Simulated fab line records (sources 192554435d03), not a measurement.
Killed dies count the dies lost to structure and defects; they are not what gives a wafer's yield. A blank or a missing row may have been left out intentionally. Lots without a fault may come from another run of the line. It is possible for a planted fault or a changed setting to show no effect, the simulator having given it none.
Which tool is to blame? || flow n5Finfet || Sampling: 10 lots, 30 wafers, 4 of 1938 route steps

## WHAT THE GAUGES READ, wafer by wafer
N5_BEOL_M5_CD_MEAS_18: pitch 56 nm, target cd 28 nm. Usual: cdNm 28.10 nm, standard deviation 0.28.
{"lot": "L800", "measured": "day 8 16:31", "on": "cdSem-01", "cdNm (nm)": "27.58 28.39 28.18", "flag": ""}
{"lot": "L802", "measured": "day 9 01:55", "on": "cdSem-01", "cdNm (nm)": "27.71 27.68 27.58", "flag": ""}
{"lot": "L801", "measured": "day 9 16:28", "on": "cdSem-02", "cdNm (nm)": "28.25 28.10 28.04", "flag": ""}
{"lot": "L806", "measured": "day 10 18:25", "on": "cdSem-03", "cdNm (nm)": "27.92 27.48 27.58", "flag": ""}
{"lot": "L807", "measured": "day 11 03:54", "on": "cdSem-02", "cdNm (nm)": "28.46 28.50 28.26", "flag": ""}
{"lot": "L808", "measured": "day 11 09:48", "on": "cdSem-02", "cdNm (nm)": "28.36 27.96 28.49", "flag": ""}
{"lot": "L817", "measured": "day 12 22:52", "on": "cdSem-03", "cdNm (nm)": "28.27 28.50 28.17", "flag": ""}
{"lot": "L814", "measured": "day 12 23:23", "on": "cdSem-02", "cdNm (nm)": "28.14 27.87 28.13", "flag": ""}
{"lot": "L822", "measured": "day 14 21:24", "on": "cdSem-02", "cdNm (nm)": "28.39 28.20 28.00", "flag": ""}
{"lot": "L820", "measured": "day 15 15:28", "on": "cdSem-01", "cdNm (nm)": "28.03 28.21 28.11", "flag": ""}

## WHICH TOOL RAN EACH LOT (tool, then ch and the chambers of the sampled wafers, then the start)
{"lot": "L800", "N5_BEOL_M4_DEP_57": "pecvd-04 ch 0,2, day 8 12:29", "N5_BEOL_M5_DESCUM_16": "rieDiel-02 ch 1,2,3, day 8 16:02", "N5_BEOL_M5_ETCH_72": "rieDiel-02 ch 1,2,3, day 8 16:04"}
{"lot": "L802", "N5_BEOL_M4_DEP_57": "pecvd-04 ch 0,2, day 8 20:32", "N5_BEOL_M5_DESCUM_16": "rieDiel-03 ch 1,2,3, day 9 01:28", "N5_BEOL_M5_ETCH_72": "rieDiel-03 ch 1,2,3, day 9 01:30"}
{"lot": "L801", "N5_BEOL_M4_DEP_57": "pecvd-04 ch 0,1, day 9 12:38", "N5_BEOL_M5_DESCUM_16": "rieDiel-06 ch 0,1,2, day 9 16:01", "N5_BEOL_M5_ETCH_72": "rieDiel-06 ch 0,1,2, day 9 16:04"}
{"lot": "L806", "N5_BEOL_M4_DEP_57": "pecvd-01 ch 0,1, day 10 14:40", "N5_BEOL_M5_DESCUM_16": "rieDiel-06 ch 1,2,3, day 10 17:58", "N5_BEOL_M5_ETCH_72": "rieDiel-06 ch 1,2,3, day 10 17:59"}
{"lot": "L807", "N5_BEOL_M4_DEP_57": "pecvd-04 ch 0,2, day 10 23:06", "N5_BEOL_M5_DESCUM_16": "rieDiel-02 ch 0,2,3, day 11 03:24", "N5_BEOL_M5_ETCH_72": "rieDiel-02 ch 0,2,3, day 11 03:26"}
{"lot": "L808", "N5_BEOL_M4_DEP_57": "pecvd-04 ch 1,2, day 11 06:29", "N5_BEOL_M5_DESCUM_16": "rieDiel-03 ch 0,1,2, day 11 09:22", "N5_BEOL_M5_ETCH_72": "rieDiel-03 ch 0,1,2, day 11 09:25"}
{"lot": "L817", "N5_BEOL_M4_DEP_57": "pecvd-04 ch 0,1,2, day 12 16:41", "N5_BEOL_M5_DESCUM_16": "rieDiel-03 ch 0,1,2, day 12 22:26", "N5_BEOL_M5_ETCH_72": "rieDiel-03 ch 0,1,2, day 12 22:28"}
{"lot": "L814", "N5_BEOL_M4_DEP_57": "pecvd-02 ch 0,1, day 12 17:05", "N5_BEOL_M5_DESCUM_16": "rieDiel-03 ch 0,1, day 12 22:58", "N5_BEOL_M5_ETCH_72": "rieDiel-03 ch 0,1, day 12 22:59"}
{"lot": "L822", "N5_BEOL_M4_DEP_57": "pecvd-02 ch 1,2, day 14 15:07", "N5_BEOL_M5_DESCUM_16": "rieDiel-02 ch 0,1,2, day 14 20:54", "N5_BEOL_M5_ETCH_72": "rieDiel-02 ch 0,1,2, day 14 20:56"}
{"lot": "L820", "N5_BEOL_M4_DEP_57": "pecvd-01 ch 1,2, day 15 10:55", "N5_BEOL_M5_DESCUM_16": "rieDiel-02 ch 0,3, day 15 15:02", "N5_BEOL_M5_ETCH_72": "rieDiel-02 ch 0,3, day 15 15:04"}
- N5_BEOL_M4_DEP_57: deposits SiCN from 3MS/NH3, target thk 8 nm, time 14 s.
- N5_BEOL_M5_DESCUM_16: chemistry O2, time 7 s.
- N5_BEOL_M5_ETCH_72: etches underlayer in N2/H2, target depth 6.5 nm, time 5.2 s.

## WHAT THE TOOLS THEMSELVES READ (means of the sampled wafers that have a number; where no wafer has one, the mark that the record gives instead)
N5_BEOL_M4_DEP_57. Usual: showerheadPlenumPTorr 3.658 Torr, standard deviation 0.018; throttleValvePct 9.0 %, standard deviation 0.64.
{"lot": "L800", "tool": "pecvd-04", "showerheadPlenumPTorr (Torr)": 3.659, "throttleValvePct (%)": 8.3, "flag": ""}
{"lot": "L802", "tool": "pecvd-04", "showerheadPlenumPTorr (Torr)": 3.661, "throttleValvePct (%)": 8.7, "flag": ""}
{"lot": "L801", "tool": "pecvd-04", "showerheadPlenumPTorr (Torr)": 3.661, "throttleValvePct (%)": 9.2, "flag": ""}
{"lot": "L806", "tool": "pecvd-01", "showerheadPlenumPTorr (Torr)": 3.646, "throttleValvePct (%)": 9.7, "flag": ""}
{"lot": "L807", "tool": "pecvd-04", "showerheadPlenumPTorr (Torr)": 3.664, "throttleValvePct (%)": 8.7, "flag": ""}
{"lot": "L808", "tool": "pecvd-04", "showerheadPlenumPTorr (Torr)": 3.647, "throttleValvePct (%)": 9.0, "flag": ""}
{"lot": "L817", "tool": "pecvd-04", "showerheadPlenumPTorr (Torr)": 3.654, "throttleValvePct (%)": 8.8, "flag": ""}
{"lot": "L814", "tool": "pecvd-02", "showerheadPlenumPTorr (Torr)": 3.683, "throttleValvePct (%)": 9.7, "flag": ""}
{"lot": "L822", "tool": "pecvd-02", "showerheadPlenumPTorr (Torr)": 3.681, "throttleValvePct (%)": 8.9, "flag": ""}
{"lot": "L820", "tool": "pecvd-01", "showerheadPlenumPTorr (Torr)": 3.675, "throttleValvePct (%)": 9.0, "flag": ""}

N5_BEOL_M5_DESCUM_16. Usual: drypumpMotorCurrentA 5.6 A, standard deviation 0.46; o2FlowSccm 224.9 sccm, standard deviation 0.69; oesProductAu 0.80 a.u., standard deviation 0.097; rfVppV 243.4 V, standard deviation 1.3; showerheadPlenumPTorr 2.11 Torr, standard deviation 0.071; throttleValvePct 20.39 %, standard deviation 0.19.
{"lot": "L800", "tool": "rieDiel-02", "drypumpMotorCurrentA (A)": 5.5, "o2FlowSccm (sccm)": 225.1, "oesProductAu (a.u.)": 0.72, "rfVppV (V)": 243.4, "showerheadPlenumPTorr (Torr)": 2.14, "throttleValvePct (%)": 20.33, "flag": ""}
{"lot": "L802", "tool": "rieDiel-03", "drypumpMotorCurrentA (A)": 6.0, "o2FlowSccm (sccm)": 224.3, "oesProductAu (a.u.)": 0.79, "rfVppV (V)": 242.8, "showerheadPlenumPTorr (Torr)": 2.12, "throttleValvePct (%)": 20.48, "flag": ""}
{"lot": "L801", "tool": "rieDiel-06", "drypumpMotorCurrentA (A)": 5.7, "o2FlowSccm (sccm)": 225.2, "oesProductAu (a.u.)": 0.79, "rfVppV (V)": 241.0, "showerheadPlenumPTorr (Torr)": 1.99, "throttleValvePct (%)": 20.52, "flag": ""}
{"lot": "L806", "tool": "rieDiel-06", "drypumpMotorCurrentA (A)": 5.6, "o2FlowSccm (sccm)": 225.2, "oesProductAu (a.u.)": 0.78, "rfVppV (V)": 242.6, "showerheadPlenumPTorr (Torr)": 2.04, "throttleValvePct (%)": 20.41, "flag": ""}
{"lot": "L807", "tool": "rieDiel-02", "drypumpMotorCurrentA (A)": 5.4, "o2FlowSccm (sccm)": 225.0, "oesProductAu (a.u.)": 0.81, "rfVppV (V)": 243.6, "showerheadPlenumPTorr (Torr)": 2.14, "throttleValvePct (%)": 20.30, "flag": ""}
{"lot": "L808", "tool": "rieDiel-03", "drypumpMotorCurrentA (A)": 5.8, "o2FlowSccm (sccm)": 225.0, "oesProductAu (a.u.)": 0.77, "rfVppV (V)": 243.5, "showerheadPlenumPTorr (Torr)": 2.12, "throttleValvePct (%)": 20.53, "flag": ""}
{"lot": "L817", "tool": "rieDiel-03", "drypumpMotorCurrentA (A)": 5.8, "o2FlowSccm (sccm)": 225.4, "oesProductAu (a.u.)": 0.76, "rfVppV (V)": 243.7, "showerheadPlenumPTorr (Torr)": 2.12, "throttleValvePct (%)": 20.55, "flag": ""}
{"lot": "L814", "tool": "rieDiel-03", "drypumpMotorCurrentA (A)": 5.5, "o2FlowSccm (sccm)": 225.5, "oesProductAu (a.u.)": 0.78, "rfVppV (V)": 243.8, "showerheadPlenumPTorr (Torr)": 2.10, "throttleValvePct (%)": 20.51, "flag": ""}
{"lot": "L822", "tool": "rieDiel-02", "drypumpMotorCurrentA (A)": 5.1, "o2FlowSccm (sccm)": 224.7, "oesProductAu (a.u.)": 0.84, "rfVppV (V)": 243.3, "showerheadPlenumPTorr (Torr)": 2.15, "throttleValvePct (%)": 20.33, "flag": ""}
{"lot": "L820", "tool": "rieDiel-02", "drypumpMotorCurrentA (A)": 5.5, "o2FlowSccm (sccm)": 225.6, "oesProductAu (a.u.)": 0.77, "rfVppV (V)": 242.5, "showerheadPlenumPTorr (Torr)": 2.09, "throttleValvePct (%)": 20.29, "flag": ""}

N5_BEOL_M5_ETCH_72. Usual: biasW 149.9 W, standard deviation 0.46; drypumpMotorCurrentA 5.6 A, standard deviation 0.46; etchRfOnTimeS 5.16 s, standard deviation 0.088; oesProductAu 0.68 a.u., standard deviation 0.081; rfVppV 524.3 V, standard deviation 2.7; showerheadPlenumPTorr 2.56 Torr, standard deviation 0.085; throttleValvePct 17.78 %, standard deviation 0.18.
{"lot": "L800", "tool": "rieDiel-02", "biasW (W)": 150.2, "drypumpMotorCurrentA (A)": 5.5, "etchRfOnTimeS (s)": 5.22, "oesProductAu (a.u.)": 0.61, "rfVppV (V)": 525.7, "showerheadPlenumPTorr (Torr)": 2.61, "throttleValvePct (%)": 17.77, "flag": ""}
{"lot": "L802", "tool": "rieDiel-03", "biasW (W)": 149.8, "drypumpMotorCurrentA (A)": 5.9, "etchRfOnTimeS (s)": 5.16, "oesProductAu (a.u.)": 0.68, "rfVppV (V)": 523.9, "showerheadPlenumPTorr (Torr)": 2.58, "throttleValvePct (%)": 17.92, "flag": ""}
{"lot": "L801", "tool": "rieDiel-06", "biasW (W)": 149.6, "drypumpMotorCurrentA (A)": 5.7, "etchRfOnTimeS (s)": 5.15, "oesProductAu (a.u.)": 0.67, "rfVppV (V)": 520.6, "showerheadPlenumPTorr (Torr)": 2.41, "throttleValvePct (%)": 17.88, "flag": ""}
{"lot": "L806", "tool": "rieDiel-06", "biasW (W)": 150.3, "drypumpMotorCurrentA (A)": 5.6, "etchRfOnTimeS (s)": 5.15, "oesProductAu (a.u.)": 0.67, "rfVppV (V)": 521.1, "showerheadPlenumPTorr (Torr)": 2.47, "throttleValvePct (%)": 17.80, "flag": ""}
{"lot": "L807", "tool": "rieDiel-02", "biasW (W)": 150.0, "drypumpMotorCurrentA (A)": 5.4, "etchRfOnTimeS (s)": 5.16, "oesProductAu (a.u.)": 0.68, "rfVppV (V)": 524.4, "showerheadPlenumPTorr (Torr)": 2.59, "throttleValvePct (%)": 17.67, "flag": ""}
{"lot": "L808", "tool": "rieDiel-03", "biasW (W)": 150.0, "drypumpMotorCurrentA (A)": 5.8, "etchRfOnTimeS (s)": 5.17, "oesProductAu (a.u.)": 0.66, "rfVppV (V)": 525.1, "showerheadPlenumPTorr (Torr)": 2.58, "throttleValvePct (%)": 17.92, "flag": ""}
{"lot": "L817", "tool": "rieDiel-03", "biasW (W)": 144.7, "drypumpMotorCurrentA (A)": 5.8, "etchRfOnTimeS (s)": 5.31, "oesProductAu (a.u.)": 0.63, "rfVppV (V)": 512.3, "showerheadPlenumPTorr (Torr)": 2.58, "throttleValvePct (%)": 17.97, "flag": "OFF"}
{"lot": "L814", "tool": "rieDiel-03", "biasW (W)": 144.5, "drypumpMotorCurrentA (A)": 5.5, "etchRfOnTimeS (s)": 5.35, "oesProductAu (a.u.)": 0.65, "rfVppV (V)": 510.7, "showerheadPlenumPTorr (Torr)": 2.55, "throttleValvePct (%)": 17.84, "flag": "OFF"}
{"lot": "L822", "tool": "rieDiel-02", "biasW (W)": 150.1, "drypumpMotorCurrentA (A)": 5.2, "etchRfOnTimeS (s)": 5.17, "oesProductAu (a.u.)": 0.73, "rfVppV (V)": 525.9, "showerheadPlenumPTorr (Torr)": 2.60, "throttleValvePct (%)": 17.66, "flag": ""}
{"lot": "L820", "tool": "rieDiel-02", "biasW (W)": 149.8, "drypumpMotorCurrentA (A)": 5.5, "etchRfOnTimeS (s)": 5.19, "oesProductAu (a.u.)": 0.66, "rfVppV (V)": 524.1, "showerheadPlenumPTorr (Torr)": 2.55, "throttleValvePct (%)": 17.70, "flag": ""}

## THE ANSWER, worked out from the rows above alone
Rule: a lot counts as off when the mean over its wafers that have a number is more than 3 standard deviations away from the usual mean. A lot without any number at a reading at which 4 lots or more have one is off too. Where the step has rows for the other lots, those lots are counted as sound. First the gauges in route order, then the tools' own readings, where a lot's mean is used as printed above. The first step at which some lot is off is used, and at that step the reading that is off furthest; a lot without a number counts as furthest.
Off at N5_BEOL_M5_ETCH_72 (biasW): L817, L814.
A tool fits if, at that step or a process step before it, it ran every lot that is off, and no sound lot after the first of them. One fits: N5_BEOL_M5_DESCUM_16 and N5_BEOL_M5_ETCH_72 on rieDiel-03. At N5_BEOL_M5_DESCUM_16 its last sound lot is L808 (day 11 09:22), its first lot that is off L817 (day 12 22:26): a fault that began between those two fits.

## WHAT THE SIMULATOR HAD PUT IN
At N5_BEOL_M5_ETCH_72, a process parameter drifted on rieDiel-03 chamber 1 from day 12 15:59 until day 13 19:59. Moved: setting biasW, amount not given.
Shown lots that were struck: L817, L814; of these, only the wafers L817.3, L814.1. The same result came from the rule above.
